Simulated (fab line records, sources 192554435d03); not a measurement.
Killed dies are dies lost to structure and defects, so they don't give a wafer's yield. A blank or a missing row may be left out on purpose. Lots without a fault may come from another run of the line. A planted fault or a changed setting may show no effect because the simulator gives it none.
Which tool did it? | flow n5_finfet | 9 lots, 25 wafers sampled, at 5 steps of a route of 1938

WHAT THE GAUGES READ, wafer by wafer
N5_FIN_SAQP_CD_MEAS_31: target cd 8 nm.
lot  | measured    | on        | cd_nm (nm)
L156 | day 2 08:36 | cd_sem-02 | 8.11 8.29 8.03
L157 | day 2 14:26 | cd_sem-02 | 8.06 8.24 8.22
L158 | day 2 20:11 | cd_sem-03 | 7.66 8.32 8.59
L161 | day 3 16:47 | cd_sem-02 | 8.11 8.36
L170 | day 5 21:38 | cd_sem-01 | 9.10 8.80 8.78
L172 | day 6 07:47 | cd_sem-01 | 8.72 8.61 8.67
L176 | day 7 07:17 | cd_sem-01 | 7.96 7.85 8.39
L177 | day 7 14:16 | cd_sem-01 | 8.31 7.88 7.92
L178 | day 7 20:25 | cd_sem-03 | 8.27 8.09

WHICH TOOL RAN EACH LOT (tool, then ch and the chambers of the sampled wafers, then the start)
lot  | N5_FIN_SAQP_SPACER1_ETCHBACK_25   | N5_FIN_SAQP_STRIP_70              | N5_FIN_SAQP_RECESS_71             | N5_FIN_SAQP_SPACER2_ALD_28
L156 | rie_diel-02 ch 1,3, day 2 06:52   | rie_diel-04 ch 0,1,2, day 2 07:53 | vapor_etch-01 ch 0,1, day 2 07:56 | ald_sin-01 ch 0,2, day 2 08:05
L157 | rie_diel-03 ch 0,2,3, day 2 12:39 | rie_diel-03 ch 0,3, day 2 13:40   | vapor_etch-01 ch 0,1, day 2 13:44 | ald_sin-01 ch 0,1,2, day 2 13:54
L158 | rie_diel-02 ch 0,1,3, day 2 18:07 | rie_diel-03 ch 0,2, day 2 19:09   | vapor_etch-02 ch 0,1, day 2 19:17 | ald_sin-01 ch 0,1,2, day 2 19:26
L161 | rie_diel-04 ch 1,2, day 3 15:03   | rie_diel-03 ch 2,3, day 3 16:04   | vapor_etch-01 ch 0,1, day 3 16:11 | ald_sin-02 ch 0,1, day 3 16:23
L170 | rie_diel-02 ch 0,2,3, day 5 19:09 | rie_diel-04 ch 1,2,3, day 5 20:46 | vapor_etch-01 ch 1, day 5 20:49   | ald_sin-01 ch 0,2,3, day 5 21:05
L172 | rie_diel-02 ch 1,2, day 6 05:38   | rie_diel-04 ch 1,3, day 6 06:59   | vapor_etch-02 ch 0,1, day 6 07:03 | ald_sin-01 ch 0,1,3, day 6 07:14
L176 | rie_diel-02 ch 0,2, day 7 05:11   | rie_diel-02 ch 0,2,3, day 7 06:28 | vapor_etch-01 ch 0,1, day 7 06:32 | ald_sin-03 ch 0,2,3, day 7 06:41
L177 | rie_diel-03 ch 0,2, day 7 12:31   | rie_diel-02 ch 0,2,3, day 7 13:32 | vapor_etch-02 ch 0,1, day 7 13:35 | ald_sin-02 ch 0,3, day 7 13:44
L178 | rie_diel-04 ch 1, day 7 18:22     | rie_diel-04 ch 0,3, day 7 19:36   | vapor_etch-02 ch 1, day 7 19:40   | ald_sin-02 ch 0,3, day 7 19:53
- N5_FIN_SAQP_SPACER1_ETCHBACK_25: etches SiO2 in CHF3/O2, target depth 24.4 nm, time 12.2 s.
- N5_FIN_SAQP_STRIP_70: strips in N2/H2.
- N5_FIN_SAQP_RECESS_71: chemistry HF/NH3, target SiO2, target depth 3 nm, afs cycles 1, sublimation time 60 s.
- N5_FIN_SAQP_SPACER2_ALD_28: deposits SiO2, target thk 8.1 nm, pulse time 1 s, purge time 2 s.

THE ANSWER, worked out from the rows above alone
Rule: what is usual is taken from the lots themselves. Put in order of their means at a reading, lots are off if they are a third of the lots or fewer, leave a main group of 4 or more, and stand apart from it by a gap of 3 or more times the standard deviation of the main group's means; of several such gaps the widest counts. A main group whose means are all the same, to the digits that the tables above print for the reading, isn't used. A lot without any number at a reading at which 4 lots or more have one is off too. The other lots that the step has rows for count as sound.
Off: L170, L172, at N5_FIN_SAQP_CD_MEAS_31 (cd_nm). The main group: mean 8.15 nm, standard deviation 0.065.
A tool fits if, at a process step before that reading, it ran every lot that is off, and no sound lot after the first of them. The gauges at N5_FIN_SAQP_CD_MEAS_31 are tried like those tools. One fits: ald_sin-01 at N5_FIN_SAQP_SPACER2_ALD_28. Its last sound lot is L158 (day 2 19:26), its first lot that is off L170 (day 5 21:05): a fault that began between those two fits.

WHAT THE SIMULATOR HAD PUT IN
Process parameter drift: ald_sin-01, from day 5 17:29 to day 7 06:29, at N5_FIN_SAQP_SPACER2_ALD_28. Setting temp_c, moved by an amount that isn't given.
Lots struck among those shown: L170, L172. The rule above found the same.
